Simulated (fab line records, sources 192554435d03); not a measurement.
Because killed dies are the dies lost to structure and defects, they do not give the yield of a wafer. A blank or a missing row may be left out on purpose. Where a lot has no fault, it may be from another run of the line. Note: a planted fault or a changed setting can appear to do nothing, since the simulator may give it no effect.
Matching of chambers + flow n5 finfet + N5_HKMG_FIN_ALD_36 on ald metal-01 has 4 sister chambers
The step deposits TiN, target thk 1 nm, pulse time 1 s, purge time 3 s. 4 wafers are shown with their chamber, then 9 later ones without.

EACH WAFER AND ITS CHAMBER
| wafer  | chamber | heater power w (W) |
|--------|---------|--------------------|
| L081.2 | 1       | 773                |
| L086.1 | 2       | 766                |
| L086.3 | 0       | 814                |
| L086.4 | 3       | 779                |

WAFERS WITHOUT THEIR CHAMBER
| wafer  | heater power w (W) |
|--------|--------------------|
| L090.1 | 812                |
| L090.2 | 796                |
| L090.5 | 788                |
| L095.1 | 785                |
| L095.3 | 827                |
| L095.4 | 801                |
| L096.1 | 765                |
| L096.3 | 830                |
| L096.4 | 772                |

EACH ONE'S CHAMBER
| wafer  | from the rows above               | in truth                   |
|--------|-----------------------------------|----------------------------|
| L090.1 | 0                                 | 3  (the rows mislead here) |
| L090.2 | can't be placed: 3 or 0 or 1 or 2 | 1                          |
| L090.5 | can't be placed: 3 or 1 or 2 or 0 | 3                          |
| L095.1 | can't be placed: 3 or 1 or 2      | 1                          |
| L095.3 | 0                                 | 0                          |
| L095.4 | can't be placed: 0 or 3 or 1      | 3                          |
| L096.1 | can't be placed: 2 or 1 or 3      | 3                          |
| L096.3 | 0                                 | 0                          |
| L096.4 | can't be placed: 1 or 2 or 3      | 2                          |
Correct placement for 2 of the 9. Cannot be placed on the basis of these rows: 6; the candidates contain the true chamber in 6. Placed wrongly: 1.
How it was worked out, from the rows above alone: a wafer's distance from a chamber is the root of the sum, over the readings, of the square of ((its reading less the chamber's mean) divided by the reading's scatter). If the next closest chamber is less than 2 further off than the closest, the wafer can't be placed; otherwise it belongs to the closest. The mean given for a chamber averages the wafers shown for that chamber. The scatter: with one shown wafer a chamber, the root of the mean of the squares of how far each hidden wafer lies from its nearest shown one.
